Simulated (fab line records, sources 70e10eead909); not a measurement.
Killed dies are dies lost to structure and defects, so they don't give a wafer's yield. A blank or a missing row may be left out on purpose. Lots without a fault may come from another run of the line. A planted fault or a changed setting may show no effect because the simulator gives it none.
fab line records | flow nand_harc
record lots=6 wafers=18 last_day=33
route steps=1302 shown A_STAIRCASE@859 END@1302
lots that met no fault: from a run of the same line without faults
start_h: hours from the record's first day to the start of the lot's first wafer shown | wait_h: hours since the lot's step before | " the same as in the row above | L1.1+2: a row that stands for several wafers | - no value, or no start given | * or withheld: withheld | < > ~ a bound
route shown NAME@n: a module of which the file shows steps, and the number in the route of the first | usual: mean/standard deviation of fault-free wafers | same: alike in all rows | chamber/n: place in a boat | sites: the reading at each site | _std_site: their standard deviation | _edge_site: outer sites' mean less inner sites' | radius_mm: how far each site lies from the wafer's centre | mask NAME#n: copy n | behind: the tool/chamber that last shaped the wafer | hold: why the lot was held/for how many hours/how that ended | device: the transistor (n, p or np) that didn't switch | end of line: the same wafers' tests at the end of the route | a step without rows: its recipe alone | killed: dies lost to structure and defects at the first sort, not the wafer's yield | map: a wafer's dies, x killed, . not, _ none there
set.NAME: the setting as run; set.NAME@STEP: as run at that earlier step | model.NAME: the simulator's own value behind a step, which no gauge read
lots at some steps of the route; a table a step, a row a wafer
services: from which hour (start_h, from the record's first day; less than 0 if before it) a tool's chamber was out of use, for how many hours, and why
## steps
# step NHARC_A_STAIRCASE_DEHYDRATE_433
# recipe temp_c=150 time_s=120
# step NHARC_A_STAIRCASE_HMDS_434
# recipe time_s=30
# step NHARC_A_STAIRCASE_COAT_435
# recipe spin_rpm=1200
# step NHARC_A_STAIRCASE_SOFTBAKE_436
# recipe temp_c=135 time_s=170
# step NHARC_A_STAIRCASE_EBR_437
# step NHARC_A_STAIRCASE_EXPOSE_438
# recipe na=0.5 dose_mj=28.97 mask_id=STAIR_REV
# step NHARC_A_STAIRCASE_PEB_439
# recipe peb_temp_c=115 peb_time_s=130
# step NHARC_A_STAIRCASE_DEVELOP_440
# recipe time_s=140
# step NHARC_A_STAIRCASE_HARDBAKE_442
# recipe temp_c=120 time_s=140
# step NHARC_A_STAIRCASE_DESCUM_443
# recipe time_s=3 o2_flow_sccm=200 ar_flow_sccm=0 bias_power_w=0 chemistry=O2
# usual drypump_motor_current_A=5.7/0.51 mfc_ar_sccm=0.010/0.013 oes_product_au=1.000/0.0096 rf_vpp_V=57.7/0.92 showerhead_plenum_p_Torr=1.90/0.11 throttle_valve_pct=11.312/0.0096
# columns lot.wafer tool chamber start_h wait_h drypump_motor_current_A mfc_ar_sccm oes_product_au rf_hours_counter_h rf_vpp_V showerhead_plenum_p_Torr throttle_valve_pct
L891.3 rie_diel-09 1 566.27 - 6.3 0 0.992 16 57.5 2.02 11.323
L891.2 " 2 " " 5.6 0.014 1.002 19 57.1 1.77 11.306
L891.5 " 1 " " 6.3 0 0.991 - 59.2 2.02 11.324
L892.4 rie_diel-09 2 575.11 - 5.6 0.014 0.993 22 57.5 1.77 11.308
L892.2 " 0 " " 5.9 0 1.006 22 59.1 2.04 11.334
L892.3 " 1 " " 6.3 0 0.991 19 57.6 2.02 11.317
L900.2 rie_diel-09 1 640.56 - 6.3 0 0.976 38 58.8 2.01 11.306
L900.4 " 3 " " 6.2 0.001 1.006 - 59.2 2.02 11.308
L900.6 " 3 " " 6.3 0.001 0.994 - 59.7 2.02 11.303
L898.3 rie_diel-12 3 643.75 - 5.9 0 1.014 3 57.8 2.06 11.310
L898.2 " 1 " " 6.6 0.021 1.003 4 56.9 1.78 11.316
L898.6 " 0 " " 6.3 0 1.010 - 58.3 1.93 11.303
L899.2 rie_diel-06 0 644.79 - 5.4 0.000 1.004 50 57.5 1.79 11.314
L899.4 " 2 " " 4.9 0.004 0.985 53 57.2 1.86 11.320
L899.3 " 3 " " 5.4 0.008 0.990 49 59.0 1.76 11.278
L901.2 rie_diel-06 2 656.52 - 4.9 0.004 0.995 58 59.0 1.86 11.305
L901.4 " 0 " " 5.4 0.000 0.999 56 57.3 1.79 11.312
L901.5 " 2 " " 4.9 0.004 1.002 - 56.8 1.86 11.299
# step NHARC_A_STAIRCASE_ETCH_444
# recipe target_depth_a=2.04e+05 time_s=6800 c4f8_flow_sccm=20 o2_flow_sccm=10 ar_flow_sccm=withheld rf_w=600 bias_w=1000 chemistry=C4F8/O2
# usual oes_product_au=0.933/0.018 rf_vpp_V=806/6.4 run_length_s=6821.2/0.45
# columns lot.wafer tool chamber start_h wait_h oes_product_au rf_hours_counter_h rf_vpp_V run_length_s
L891.3 rie_diel-09 0 566.83 0.5 0.933 18 813 6821.7
L891.2 " 2 " " 0.921 19 800 5796.5
L891.5 " 3 " " 0.916 - 812 6821.4
L892.4 rie_diel-09 3 575.30 0.2 0.924 26 813 6820.9
L892.2 " 0 " " 0.935 23 813 6821.8
L892.3 " 2 " " 0.932 23 797 5796.1
L900.2 rie_diel-09 1 641.63 1.1 0.905 39 812 6821.9
L900.4 " 1 643.54 2.9 0.914 - 813 6821.8
L900.6 " 3 " " 0.926 - 814 6821.1
L898.3 rie_diel-12 2 644.31 0.6 0.953 4 799 6821.3
L898.2 " 0 " " 0.953 4 809 6820.7
L898.6 " 1 " " 0.957 - 799 6820.4
L899.3 rie_diel-06 0 645.07 0.3 0.918 51 800 6820.9
L899.2 " 2 " " 0.921 54 805 6821.2
L899.4 " 3 " " 0.917 50 797 6821.4
L901.2 rie_diel-06 3 657.12 0.6 0.925 55 800 6821.9
L901.4 " 1 " " 0.927 61 814 6821.2
L901.5 " 2 " " 0.922 - 803 6821.5
# step NHARC_END_SORT_01
# recipe temp_c=25
# usual killed_at_array=55/22 killed_at_other=1.1/1.4 killed_at_periphery=4/3.2 killed_dies=59/22 killed_open=3.3/1.8 killed_short=2.5/1.5
# same gross_dies=677
# columns lot.wafer tool chamber start_h wait_h killed_at_array killed_at_other killed_at_periphery killed_dies killed_open killed_short
L892.2 prober-01 0 717.65 2.8 68 5 0 73 3 0
L892.3 prober-01 0 718.45 3.1 58 3 3 64 2 2
L892.4 prober-01 0 719.25 3.4 69 5 3 77 4 3
# killed by level:class
L892.2 A_SLIT:chamber_film_flake=41 A_CHANNEL_HOLE_D1:chamber_film_flake=12 A_CONTACT:chamber_film_flake=6 THIN_TSV:chamber_film_flake=5 A_STAIRCASE:chamber_film_flake=3 A_CHANNEL_FILL_D2:chamber_film_flake=2 A_DECK1_JOINT:geometric_particle:open=1 A_CHANNEL_HOLE_D2:geometric_particle:open=1
L892.3 A_SLIT:chamber_film_flake=29 A_CHANNEL_HOLE_D1:chamber_film_flake=14 A_CONTACT:chamber_film_flake=5 A_STAIRCASE:chamber_film_flake=4 THIN_TSV:chamber_film_flake=3 P_STI:geometric_particle:short=1 A_ONON_D1:geometric_particle:open=1 A_CHANNEL_FILL_D1:geometric_particle:short=1
L892.4 A_SLIT:chamber_film_flake=32 A_CHANNEL_HOLE_D1:chamber_film_flake=16 A_CONTACT:chamber_film_flake=11 THIN_TSV:chamber_film_flake=5 A_SGD_CUT:chamber_film_flake=3 A_CHANNEL_FILL_D2:geometric_particle:open=2 A_STAIRCASE:chamber_film_flake=2 P_M1:geometric_particle:short=1
## services
# columns tool chamber start_h hours kind
rie_diel-09 0 555.51 - clean
rie_diel-09 1 555.51 - clean
rie_diel-09 2 555.51 - clean
rie_diel-09 3 555.51 - clean
rie_diel-09 0 580.55 - clean
rie_diel-09 1 580.55 - clean
rie_diel-09 2 580.55 - clean
rie_diel-09 3 580.55 - clean
rie_diel-06 - 595.66 1.1 repair
rie_diel-09 1 596.05 2.7 repair
rie_diel-09 0 605.05 - clean
rie_diel-09 1 605.05 - clean
rie_diel-09 2 605.05 - clean
rie_diel-09 3 605.05 - clean
rie_diel-09 1 606.93 2.3 repair
rie_diel-09 0 617.80 40.5 repair
rie_diel-12 - 622.52 9.0 pm
rie_diel-09 1 629.55 - clean
rie_diel-09 2 629.55 - clean
rie_diel-09 3 629.55 - clean
rie_diel-09 2 639.02 2.8 repair
rie_diel-09 1 654.05 - clean
rie_diel-09 2 654.05 - clean
rie_diel-09 3 654.05 - clean
## key
first_sign step=NHARC_A_STAIRCASE_ETCH_444 reading=run_length_s direction=down sigmas=99+ usual=* struck=*
effect none on later readings
met_at NHARC_A_STAIRCASE_ETCH_444
struck_wafers L891.2,L892.3
tester_left_out L891,L892
fault kind=process_parameter_drift tool=rie_diel-09 chamber=2 onset_h=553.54 steps=NHARC_A_STAIRCASE_ETCH_444 channel=time_s offset=* shape=step end_h=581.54 acts_in=* stated=*
# tester_left_out: of these lots the tester's yield and bins aren't shown, on N5 and GAA mostly nor the transistor test; their killed dies are dies lost to structure and defects alone, not to doping, threshold or leakage, so they don't give the yield
